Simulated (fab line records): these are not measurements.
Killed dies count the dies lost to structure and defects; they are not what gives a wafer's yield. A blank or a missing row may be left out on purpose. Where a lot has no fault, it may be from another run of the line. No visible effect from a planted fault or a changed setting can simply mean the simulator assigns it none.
Chamber matching | flow n5_finfet | N5_BEOL_M14_ETCH_68 on rie_diel-04 has 4 sister chambers
The step etches SOC in N2/H2, time 450 s. 20 wafers are shown with their chamber, then 10 later ones without.

== EACH WAFER AND ITS CHAMBER ==
wafer  | chamber | throttle_valve_pct (%) | showerhead_plenum_p_Torr (Torr) | oes_product_au (a.u.)
L074.1 | 2       | 17.79                  | 2.66                            | 0.80
L074.4 | 1       | 17.50                  | 2.59                            | 0.90
L074.6 | 1       | 17.50                  | 2.59                            | 0.90
L078.2 | 2       | 17.80                  | 2.66                            | 0.80
L078.3 | 3       | 17.10                  | 2.71                            | 0.92
L078.5 | 3       | 17.10                  | 2.71                            | 0.93
L076.1 | 1       | 17.51                  | 2.59                            | 0.88
L076.3 | 2       | 17.81                  | 2.66                            | 0.79
L076.6 | 3       | 17.15                  | 2.71                            | 0.90
L081.1 | 2       | 17.82                  | 2.66                            | 0.79
L081.2 | 3       | 17.13                  | 2.71                            | 0.89
L081.4 | 0       | 18.13                  | 2.69                            | 0.82
L079.1 | 3       | 17.15                  | 2.71                            | 0.89
L079.5 | 3       | 17.12                  | 2.71                            | 0.89
L079.6 | 2       | 17.80                  | 2.66                            | 0.77
L085.1 | 0       | 18.12                  | 2.69                            | 0.81
L085.3 | 2       | 17.82                  | 2.65                            | 0.76
L085.5 | 1       | 17.53                  | 2.58                            | 0.85
L088.1 | 0       | 18.16                  | 2.69                            | 0.80
L088.4 | 1       | 17.55                  | 2.58                            | 0.85

SIGNATURES, as means of the wafers listed above
reading                  | chamber 0 | chamber 1 | chamber 2 | chamber 3 | scatter within a chamber
throttle_valve_pct       | 18.1367   | 17.5180   | 17.8067   | 17.1250   | 0.0194
showerhead_plenum_p_Torr | 2.6900    | 2.5860    | 2.6583    | 2.7100    | 0.00356
oes_product_au           | 0.8100    | 0.8760    | 0.7850    | 0.9033    | 0.0187
Rule: a wafer's distance from a chamber is the root of the sum, over the readings, of the square of ((its reading less the chamber's mean) divided by the reading's scatter). If the next closest chamber is less than 2 further off than the closest, the wafer can't be placed; otherwise it belongs to the closest. How the scatter is found: for the shown wafers, subtract from each reading the mean of its chamber, square and add these, divide the total by (wafers less chambers), then take the root.

== WAFERS WHOSE CHAMBER IS MISSING ==
wafer  | throttle_valve_pct (%) | showerhead_plenum_p_Torr (Torr) | oes_product_au (a.u.)
L088.5 | 17.85                  | 2.65                            | 0.77
L089.1 | 18.16                  | 2.69                            | 0.79
L089.4 | 17.18                  | 2.70                            | 0.87
L089.6 | 17.15                  | 2.70                            | 0.87
L094.2 | 18.17                  | 2.68                            | 0.79
L094.3 | 17.57                  | 2.58                            | 0.83
L094.6 | 18.17                  | 2.68                            | 0.79
L095.2 | 17.18                  | 2.69                            | 0.85
L095.5 | 17.18                  | 2.69                            | 0.86
L095.6 | 17.87                  | 2.64                            | 0.76

== EACH ONE'S CHAMBER ==
wafer  | from the rows above | in truth
L088.5 | 2                   | 2
L089.1 | 0                   | 0
L089.4 | 3                   | 3
L089.6 | 3                   | 3
L094.2 | 0                   | 0
L094.3 | 1                   | 1
L094.6 | 0                   | 0
L095.2 | 3                   | 3
L095.5 | 3                   | 3
L095.6 | 2                   | 2
10 of 10 placed correctly. From these rows, 0 cannot be placed. Placed wrongly: 0.
